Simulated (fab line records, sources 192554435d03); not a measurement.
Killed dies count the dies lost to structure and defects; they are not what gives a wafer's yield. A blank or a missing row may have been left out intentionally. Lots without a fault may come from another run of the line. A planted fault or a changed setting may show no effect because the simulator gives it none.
fab line records -- flow n5Finfet
record: lots: 7, wafers: 39
route steps=1938 shown BEOL_M13@1705 MIM_TOP_LITHO@1845 PASSIVATION@1915
startH: hours from the record's first day to the start of the lot's first wafer shown -- waitH: hours elapsed since this lot's preceding step -- " as in the row above -- L1.1+2: a row that stands for several wafers -- - no value, or no start given -- * or withheld: withheld -- < > ~ a bound
route shown NAME@n: NAME is a module with steps in the file, n the number in the route of the first one -- usual: average and standard deviation across the fault-free wafers -- same: alike in all rows -- chamber/n: place in a boat -- sites: readings site by site -- _std_site: standard deviation of those values -- _edge_site: mean of outer sites minus mean of inner sites -- radiusMm: how far each site lies from the wafer's centre -- mask NAME#n: copy n -- behind: the last tool/chamber to shape the wafer -- hold: the reason the lot was held/the length of the hold in hours/how it ended -- device: whichever transistor did not switch (one of n, p or np) -- end of line: tests run on the same wafers once the route is complete -- a step without rows: its recipe alone -- killed: at the first sort, the dies lost to defects and structure; wafer yield is something else -- map: dies across one wafer; x = killed, . = not, _ = none there
set.NAME: the setting that was run; set.NAME@STEP: the one run at that earlier step -- model.NAME: the simulator's own value behind a step, which no gauge read
lots run with intentionally changed settings; tables by step, rows by wafer
== steps ==
step: N5_BEOL_M13_SPUTTER_43
recipe: material: TaN, targetThkA: 150, tempC: 50, biasV: 168.6, powerW: 15000, chamberPressurePa: 0.12, timeS: 24.19
lot.wafer,tool,chamber,startH,waitH,set.targetThkA,model.TaN_of_BEOL_M13_SPUTTER_43.thkNm
L077.1,pvdSputter-03,-,260.82,0.0,150,14.8
L077.2,pvdSputter-03,-,260.82,0.0,150,15
L077.3+5+6,pvdSputter-03,-,260.82,0.0,150,15.2
L077.4,pvdSputter-03,-,260.82,0.0,150,15.4
L080.1,pvdSputter-01,-,272.79,0.0,150,15
L080.2,pvdSputter-01,-,272.79,0.0,184.1,18.6
L080.3,pvdSputter-01,-,272.79,0.0,150,15.4
L080.4+6,pvdSputter-01,-,272.79,0.0,184.1,18.8
L080.5,pvdSputter-01,-,272.79,0.0,150,15.2
L081.1,pvdSputter-03,-,275.62,0.0,150,15
L081.2+4,pvdSputter-03,-,275.62,0.0,179.3,18.2
L081.3,pvdSputter-03,-,275.62,0.0,179.3,18
L081.5+6,pvdSputter-03,-,275.62,0.0,150,15.4
L088.1+2+3,pvdSputter-03,-,325.91,0.0,150,15.4
L088.4,pvdSputter-03,-,325.91,0.0,150,15.6
L088.5+6,pvdSputter-03,-,325.91,0.0,150,15.2
L094.1,pvdSputter-02,-,353.62,0.0,150,15
L094.3+6,pvdSputter-02,-,353.62,0.0,150,14.8
L093.1+4,pvdSputter-03,-,359.95,0.0,77.13,7.8
L093.2,pvdSputter-03,-,359.95,0.0,150,15.2
L093.3,pvdSputter-03,-,359.95,0.0,150,14.8
L093.5,pvdSputter-03,-,359.95,0.0,77.13,7.6
L093.6,pvdSputter-03,-,359.95,0.0,150,15
L096.1+4+6,pvdSputter-01,-,369.38,0.0,150,15
L096.2+5,pvdSputter-01,-,369.38,0.0,150,14.8
L096.3,pvdSputter-01,-,369.38,0.0,150,15.2
step: N5_BEOL_M13_SPUTTER_44
recipe: material: Ta, targetThkA: 100, tempC: 50, biasV: 80, powerW: 15000, chamberPressurePa: 0.07, timeS: 16.13
step: N5_BEOL_M13_SPUTTER_45
recipe: material: Cu, targetThkA: 800, tempC: -20, biasV: 60, powerW: 26000, chamberPressurePa: 0.13, timeS: 13.33
step: N5_BEOL_M13_ECD_47
recipe: material: Cu, targetThkA: 9360
step: N5_BEOL_M13_ANNEAL_48
recipe: tempC: 225, timeS: 90, ambient: N2
step: N5_BEOL_M13_CMP_49
recipe: stopOn: SiOC, tOverpolishS: 17.1, downForcePsi: 1, platenRpm: 50, clearingPlatenDownForcePsi: 1.5, clearingPlatenRpm: 50, postCmpClean: cuAlkaline, targetThkNm: 420, clearingPlatenPadVelocityMS: 0.99484, padVelocityMS: 0.99484
usual: barrierFieldEndpointS: 30.3/1
lot.wafer,tool,chamber,startH,waitH,set.targetThkA@BEOL_M13_SPUTTER_43,barrierFieldEndpointS
L077.4,cmp-02,1,261.56,0.1,150,31.9
L077.1,cmp-02,2,261.56,0.1,150,30.6
L077.2,cmp-02,3,261.56,0.1,150,30.5
L077.3,cmp-02,0,261.56,0.1,150,29.9
L077.5,cmp-02,1,261.56,0.1,150,32.3
L077.6,cmp-02,2,261.56,0.1,150,31.5
L080.1,cmp-02,2,273.85,0.3,150,31.5
L080.4,cmp-02,3,273.85,0.3,184.1,36.0
L080.3,cmp-02,0,273.85,0.3,150,31.0
L080.2,cmp-02,1,273.85,0.3,184.1,35.8
L080.5,cmp-02,2,273.85,0.3,150,32.5
L080.6,cmp-02,3,273.85,0.3,184.1,35.4
L081.2,cmp-03,1,276.36,0.2,179.3,34.2
L081.3,cmp-03,2,276.36,0.2,179.3,34.8
L081.1,cmp-03,3,276.36,0.2,150,29.8
L081.4,cmp-03,0,276.36,0.2,179.3,32.5
L081.6,cmp-03,1,276.36,0.2,150,30.1
L081.5,cmp-03,2,276.36,0.2,150,31.8
L088.1,cmp-02,3,326.64,0.3,150,30.9
L088.3,cmp-02,0,326.64,0.3,150,29.7
L088.4,cmp-02,1,326.64,0.3,150,32.1
L088.2,cmp-02,2,326.64,0.3,150,31.4
L088.6,cmp-02,3,326.64,0.3,150,30.5
L088.5,cmp-02,0,326.64,0.3,150,30.1
L094.1,cmp-03,3,354.36,0.3,150,30.0
L094.3,cmp-03,2,354.36,0.3,150,31.0
L094.6,cmp-03,0,354.36,0.3,150,29.3
L093.1,cmp-02,1,360.69,0.3,77.13,22.5
L093.3,cmp-02,2,360.69,0.3,150,30.1
L093.4,cmp-02,3,360.69,0.3,77.13,21.7
L093.2,cmp-02,0,360.69,0.3,150,30.2
L093.6,cmp-02,1,360.69,0.3,150,31.0
L093.5,cmp-02,2,360.69,0.3,77.13,21.5
L096.4,cmp-03,0,370.25,0.1,150,29.4
L096.3,cmp-03,1,370.25,0.1,150,30.5
L096.2,cmp-03,2,370.25,0.1,150,30.6
L096.1,cmp-03,3,370.25,0.1,150,30.5
L096.5,cmp-03,0,370.25,0.1,150,29.2
L096.6,cmp-03,1,370.25,0.1,150,30.2
step: N5_MIM_TOP_LITHO_DEVELOP_07
recipe: developTimeS: 60, rinseLiquid: diw, dry: airSpin, devTempC: 21
lot.wafer,tool,chamber,startH,waitH,set.developTimeS
L077.1+2+3+4+5+6,lithoTrack-02,0,-,-,60
L081.1+2+6,lithoTrack-02,0,-,-,29.76
L081.3+4+5,lithoTrack-02,0,-,-,60
L080.1+2+5,lithoTrack-02,0,-,-,60
L080.3+4+6,lithoTrack-02,0,-,-,32.59
L088.1+2+6,lithoTrack-05,0,-,-,60
L088.3+4+5,lithoTrack-05,0,-,-,29.61
L094.1+3+6,lithoTrack-05,0,-,-,60
L093.1+2+3+4+5+6,lithoTrack-05,0,-,-,60
L096.1+3+4,lithoTrack-02,0,-,-,79.26
L096.2+5+6,lithoTrack-02,0,-,-,60
step: N5_MIM_TOP_LITHO_HARDBAKE_09
recipe: tempC: 130, timeS: 120
step: N5_MIM_TOP_LITHO_CD_MEAS_08
recipe: targetCdNm: 2000, landingEnergyEv: 500, detector: seInlens
usual: cdNm: 2002.1/2.4
lot.wafer,tool,chamber,startH,waitH,set.developTimeS@MIM_TOP_LITHO_DEVELOP_07,cdNm
L077.1,cdSem-03,0,276.67,-,60,2000.7
L077.2,cdSem-03,0,276.67,-,60,1998.3
L077.3,cdSem-03,0,276.67,-,60,2000.8
L077.4,cdSem-03,0,276.67,-,60,1998.0
L077.5,cdSem-03,0,276.67,-,60,2001.5
L077.6,cdSem-03,0,276.67,-,60,1998.1
L081.1,cdSem-02,0,295.59,-,29.76,2013.9
L081.2,cdSem-02,0,295.59,-,29.76,2014.9
L081.3,cdSem-02,0,295.59,-,60,1999.8
L081.4,cdSem-02,0,295.59,-,60,2002.9
L081.5,cdSem-02,0,295.59,-,60,2000.2
L081.6,cdSem-02,0,295.59,-,29.76,2011.7
L080.1,cdSem-03,0,295.83,-,60,2003.4
L080.2,cdSem-03,0,295.83,-,60,2001.2
L080.3,cdSem-03,0,295.83,-,32.59,2010.8
L080.4,cdSem-03,0,295.83,-,32.59,2013.5
L080.5,cdSem-03,0,295.83,-,60,2002.5
L080.6,cdSem-03,0,295.83,-,32.59,2012.5
L088.1,cdSem-01,0,341.72,-,60,2003.4
L088.2,cdSem-01,0,341.72,-,60,2003.5
L088.3,cdSem-01,0,341.72,-,29.61,2015.5
L088.4,cdSem-01,0,341.72,-,29.61,2018.0
L088.5,cdSem-01,0,341.72,-,29.61,2014.5
L088.6,cdSem-01,0,341.72,-,60,2003.4
L094.1,cdSem-01,0,370.69,-,60,2002.0
L094.3,cdSem-01,0,370.69,-,60,2001.8
L094.6,cdSem-01,0,370.69,-,60,2001.9
L093.1,cdSem-01,0,376.54,-,60,2005.6
L093.2,cdSem-01,0,376.54,-,60,2001.4
L093.3,cdSem-01,0,376.54,-,60,2002.3
L093.4,cdSem-01,0,376.54,-,60,2003.6
L093.5,cdSem-01,0,376.54,-,60,2002.5
L093.6,cdSem-01,0,376.54,-,60,2003.0
L096.1,cdSem-03,0,385.45,-,79.26,1994.2
L096.2,cdSem-03,0,385.45,-,60,1997.6
L096.3,cdSem-03,0,385.45,-,79.26,1994.8
L096.4,cdSem-03,0,385.45,-,79.26,1996.8
L096.5,cdSem-03,0,385.45,-,60,1999.7
L096.6,cdSem-03,0,385.45,-,60,1999.0
step: N5_MIM_TOP_LITHO_DESCUM_10
recipe: chemistry: O2, timeS: 7.9, sourcePowerW: 50, biasPowerW: 20, pressureMtorr: 20, rfFrequencyHz: 2.712e+07, tempC: 40, o2FlowSccm: 225
lot.wafer,tool,chamber,startH,waitH,set.developTimeS@MIM_TOP_LITHO_DEVELOP_07,model.MIM_TOP_LITHO.cdNm
L077.1+3+5,rieDiel-05,"1,2,1",276.76,0.0,60,2001
L077.2+6,rieDiel-05,"3,2",276.76,0.0,60,1998
L077.4,rieDiel-05,3,276.76,0.0,60,1997
L081.1,rieDiel-05,2,295.68,0.0,29.76,2014
L081.2,rieDiel-05,0,295.68,0.0,29.76,2015
L081.3,rieDiel-05,3,295.68,0.0,60,2000
L081.4,rieDiel-05,3,295.68,0.0,60,2003
L081.5,rieDiel-05,0,295.68,0.0,60,2001
L081.6,rieDiel-05,2,295.68,0.0,29.76,2012
L080.1+5,rieDiel-05,2,295.92,0.0,60,2003
L080.2,rieDiel-05,0,295.92,0.0,60,2001
L080.3,rieDiel-05,3,295.92,0.0,32.59,2011
L080.4,rieDiel-05,0,295.92,0.0,32.59,2014
L080.6,rieDiel-05,3,295.92,0.0,32.59,2012
L088.1+6,rieDiel-01,"1,0",341.81,0.0,60,2004
L088.2,rieDiel-01,2,341.81,0.0,60,-
L088.3+5,rieDiel-01,"3,1",341.81,0.0,29.61,2015
L088.4,rieDiel-01,0,341.81,0.0,29.61,2018
L094.1,rieDiel-01,1,370.78,0.0,60,2003
L094.3+6,rieDiel-01,0,370.78,0.0,60,2002
L093.1,rieDiel-05,0,376.63,0.0,60,2006
L093.2,rieDiel-05,3,376.63,0.0,60,2001
L093.3+5,rieDiel-05,"1,3",376.63,0.0,60,2002
L093.4+6,rieDiel-05,"2,0",376.63,0.0,60,2003
L096.1,rieDiel-05,2,385.54,0.0,79.26,1994
L096.2,rieDiel-05,0,385.54,0.0,60,1998
L096.3,rieDiel-05,1,385.54,0.0,79.26,1995
L096.4,rieDiel-05,3,385.54,0.0,79.26,1997
L096.5,rieDiel-05,3,385.54,0.0,60,2000
L096.6,rieDiel-05,2,385.54,0.0,60,1999
step: N5_PASSIVATION_PECVD_53
recipe: material: SiO2, targetThkA: 8000, tempC: 400, precursor: TEOS/O2, pressureTorr: 6.5, rfW: withheld, teosFlowSccm: withheld, gas: O2, flowSccm: 2650, timeS: 169.4
lot.wafer,tool,chamber,startH,waitH,set.timeS,model.SiO2_of_PASSIVATION_PECVD_53.thkNm
L077.1+4,pecvd-01,"2,1",283.94,0.0,169.4,808
L077.2,pecvd-01,1,283.94,0.0,111.4,521.8
L077.3,pecvd-01,0,283.94,0.0,169.4,791.4
L077.5,pecvd-01,2,283.94,0.0,111.4,543
L077.6,pecvd-01,0,283.94,0.0,111.4,530.8
L081.1,pecvd-01,2,302.47,0.0,169.4,823
L081.2,pecvd-01,1,302.47,0.0,169.4,810.6
L081.3,pecvd-01,0,302.47,0.0,169.4,811
L081.4,pecvd-01,1,302.47,0.0,169.4,813.8
L081.5,pecvd-01,0,302.47,0.0,169.4,824.6
L081.6,pecvd-01,2,302.47,0.0,169.4,836.4
L080.1,pecvd-03,0,302.95,0.0,169.4,780.4
L080.2,pecvd-03,1,302.95,0.0,91.36,422.8
L080.3,pecvd-03,2,302.95,0.0,169.4,802.8
L080.4,pecvd-03,1,302.95,0.0,91.36,425
L080.5,pecvd-03,2,302.95,0.0,91.36,441.4
L080.6,pecvd-03,0,302.95,0.0,169.4,787.8
L088.1,pecvd-01,0,347.48,0.0,203.4,944.2
L088.2,pecvd-01,1,347.48,0.0,169.4,779.8
L088.3,pecvd-01,1,347.48,0.0,203.4,955.6
L088.4,pecvd-01,0,347.48,0.0,169.4,802
L088.5,pecvd-01,0,347.48,0.0,169.4,804.6
L088.6,pecvd-01,1,347.48,0.0,203.4,950.2
L094.1,pecvd-01,1,377.54,0.0,169.4,792
L094.3,pecvd-01,0,377.54,0.0,169.4,794.2
L094.6,pecvd-01,2,377.54,0.0,169.4,816.2
L093.1,pecvd-04,2,382.96,0.0,73.54,354.4
L093.2,pecvd-04,1,382.96,0.0,169.4,792.6
L093.3,pecvd-04,0,382.96,0.0,73.54,349.2
L093.4,pecvd-04,0,382.96,0.0,169.4,804.4
L093.5,pecvd-04,2,382.96,0.0,73.54,373.2
L093.6,pecvd-04,1,382.96,0.0,169.4,801.2
L096.1,pecvd-04,2,391.59,0.0,80.8,382.6
L096.2,pecvd-04,1,391.59,0.0,169.4,787.6
L096.3,pecvd-04,0,391.59,0.0,169.4,791.6
L096.4+6,pecvd-04,"0,2",391.59,0.0,80.8,383.6
L096.5,pecvd-04,1,391.59,0.0,169.4,801
== key ==
split: step: N5_BEOL_M13_SPUTTER_43, setting: targetThkA, stated: 150, by: wafer
response: step: N5_BEOL_M13_SPUTTER_43, reading: model.TaN_of_BEOL_M13_SPUTTER_43.thkNm, change: +0.15, per: 1%, r: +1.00
response: step: N5_BEOL_M13_CMP_49, reading: barrierFieldEndpointS, change: +0.176, per: 1%, r: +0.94
split: step: N5_MIM_TOP_LITHO_DEVELOP_07, setting: developTimeS, stated: 60, by: wafer
response: step: N5_MIM_TOP_LITHO_CD_MEAS_08, reading: cdNm, change: -0.223, per: 1%, r: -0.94
response: step: N5_MIM_TOP_LITHO_DESCUM_10, reading: model.MIM_TOP_LITHO.cdNm, change: -0.217, per: 1%, r: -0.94
split: step: N5_PASSIVATION_PECVD_53, setting: timeS, stated: 169.4, by: wafer
response: step: N5_PASSIVATION_PECVD_53, reading: model.SiO2_of_PASSIVATION_PECVD_53.thkNm, change: +7.82, per: 1%, r: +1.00
